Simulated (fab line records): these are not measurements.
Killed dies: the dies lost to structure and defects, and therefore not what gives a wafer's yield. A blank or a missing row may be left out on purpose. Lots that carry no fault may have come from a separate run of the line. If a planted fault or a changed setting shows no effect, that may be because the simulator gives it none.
Which tool did it? ; flow nandHarc ; Sampling: 13 lots, 39 wafers, 4 of 1302 route steps

== WHAT THE GAUGES READ, wafer by wafer ==
NHARC_A_ONON_D2_THK_MEAS_27: measures by ellipsometry. Usual: thkNm 1000 nm, standard deviation 7.1.
lot;measured;on;thkNm (nm);flag
L512;day 13 08:02;filmMetro-02;1006 1004 1006;
L513;day 13 08:01;filmMetro-02;999 999 998;
L514;day 13 21:26;filmMetro-02;993 994 993;
L516;day 15 02:35;filmMetro-02;999 1000 1000;
L517;day 15 09:38;filmMetro-01;1012 1013 1013;
L518;day 15 23:08;filmMetro-01;1000 999 1000;
L519;day 15 23:06;filmMetro-01;998 999 998;
L522;day 17 02:07;filmMetro-01;1003 1002 1002;
L520;day 17 02:10;filmMetro-01;1005 1003 1003;
L521;day 17 02:05;filmMetro-01;1003 1003 1004;
L529;day 20 17:24;filmMetro-02;1011 1011 1012;
L533;day 22 03:02;filmMetro-02;1008 1010 1010;
L534;day 22 11:02;filmMetro-02;999 999 999;

NHARC_A_ONON_D2_THK_MEAS_30: measures by ellipsometry. Usual: thkNm 1001 nm, standard deviation 11.
lot;measured;on;thkNm (nm);flag
L512;day 13 08:36;filmMetro-02;991 993 992;
L513;day 13 08:35;filmMetro-01;1001 1001 1002;
L514;day 13 22:01;filmMetro-02;998 997 995;
L516;day 15 03:10;filmMetro-01;995 995 996;
L517;day 15 10:13;filmMetro-02;1021 1018 1020;
L518;day 15 23:41;filmMetro-01;992 992 994;
L519;day 15 23:40;filmMetro-01;998 998 998;
L522;day 17 02:41;filmMetro-01;989 991 989;
L520;day 17 02:44;filmMetro-01;1020 1020 1019;
L521;day 17 02:39;filmMetro-01;1006 1006 1005;
L529;day 20 17:58;filmMetro-01;996 997 1099;
L533;day 22 03:37;filmMetro-02;1009 1009 1009;
L534;day 22 11:36;filmMetro-01;997 995 997;

== TOOL THAT RAN EACH LOT (tool first, then ch and the chambers of the sampled wafers, then the start) ==
lot;NHARC_A_DECK1_JOINT_CMP_02;NHARC_A_ONON_D2_DEP_28
L512;cmp-01 ch 0,2,3, day 12 19:01;pecvdOnon-03 ch 0, day 13 08:05
L513;cmp-04 ch 1,2,3, day 12 19:04;pecvdOnon-01 ch 0, day 13 08:11
L514;cmp-02 ch 0,2,3, day 13 08:51;pecvdOnon-01 ch 0, day 13 21:30
L516;cmp-01 ch 0,3, day 14 11:19;pecvdOnon-04 ch 0, day 15 02:49
L517;cmp-01 ch 0,2,3, day 14 17:52;pecvdOnon-04 ch 0, day 15 09:42
L518;cmp-02 ch 1,2,3, day 15 10:01;pecvdOnon-03 ch 0, day 15 23:14
L519;cmp-04 ch 1,2,3, day 15 10:04;pecvdOnon-04 ch 0, day 15 23:13
L522;cmp-02 ch 0,2,3, day 16 13:07;pecvdOnon-01 ch 0, day 17 02:14
L520;cmp-04 ch 0,2,3, day 16 13:13;pecvdOnon-04 ch 0, day 17 02:17
L521;cmp-02 ch 1,2, day 16 13:16;pecvdOnon-03 ch 0, day 17 02:12
L529;cmp-01 ch 0,2,3, day 20 04:10;pecvdOnon-04 ch 0, day 20 17:28
L533;cmp-04 ch 0,1,3, day 21 10:06;pecvdOnon-03 ch 0, day 22 03:13
L534;cmp-01 ch 0,3, day 21 19:00;pecvdOnon-03 ch 0, day 22 11:05
- NHARC_A_DECK1_JOINT_CMP_02: polishes SiOx.
- NHARC_A_ONON_D2_DEP_28: target thk 1000 nm.

== WHAT THE TOOLS THEMSELVES READ (means of the sampled wafers that have a number; where no wafer has one, the mark that the record gives instead) ==
NHARC_A_DECK1_JOINT_CMP_02. Usual: motorCurrentA 11.9 A, standard deviation 0.81.
lot;tool;motorCurrentA (A);flag
L512;cmp-01;11.6;
L513;cmp-04;11.0;
L514;cmp-02;12.3;
L516;cmp-01;12.2;
L517;cmp-01;12.2;
L518;cmp-02;12.3;
L519;cmp-04;11.2;
L522;cmp-02;12.3;
L520;cmp-04;11.9;
L521;cmp-02;11.8;
L529;cmp-01;12.3;
L533;cmp-04;11.9;
L534;cmp-01;12.1;

NHARC_A_ONON_D2_DEP_28. Usual: nh3FlowSccm 499.9 sccm, standard deviation 1.4; susceptorTempC 400.03 C, standard deviation 0.22.
lot;tool;nh3FlowSccm (sccm);susceptorTempC (C);flag
L512;pecvdOnon-03;499.7;400.35;
L513;pecvdOnon-01;500.5;400.08;
L514;pecvdOnon-01;500.1;399.80;
L516;pecvdOnon-04;498.6;400.07;
L517;pecvdOnon-04;502.8;400.01;
L518;pecvdOnon-03;499.8;399.99;
L519;pecvdOnon-04;501.2;399.94;
L522;pecvdOnon-01;500.7;400.00;
L520;pecvdOnon-04;499.7;400.06;
L521;pecvdOnon-03;498.7;400.15;
L529;pecvdOnon-04;500.0;399.81;
L533;pecvdOnon-03;500.5;400.19;
L534;pecvdOnon-03;498.9;399.68;

== THE ANSWER, worked out from the rows above alone ==
Rule: take the mean of a lot's wafers that have a number; if it is more than 3 standard deviations from the usual mean, the lot is off. A lot without any number at a reading at which 4 lots or more have one is off too. All remaining lots with rows at the step are treated as sound. After the gauges, taken in route order, come the tools' own readings; for these a lot's mean is taken, as printed above. The first step at which some lot is off is used, and at that step the reading that is off furthest; a lot without a number counts as furthest.
Across all readings shown, no lot is off: no conclusion can be drawn from this.

== WHAT THE SIMULATOR HAD INSERTED ==
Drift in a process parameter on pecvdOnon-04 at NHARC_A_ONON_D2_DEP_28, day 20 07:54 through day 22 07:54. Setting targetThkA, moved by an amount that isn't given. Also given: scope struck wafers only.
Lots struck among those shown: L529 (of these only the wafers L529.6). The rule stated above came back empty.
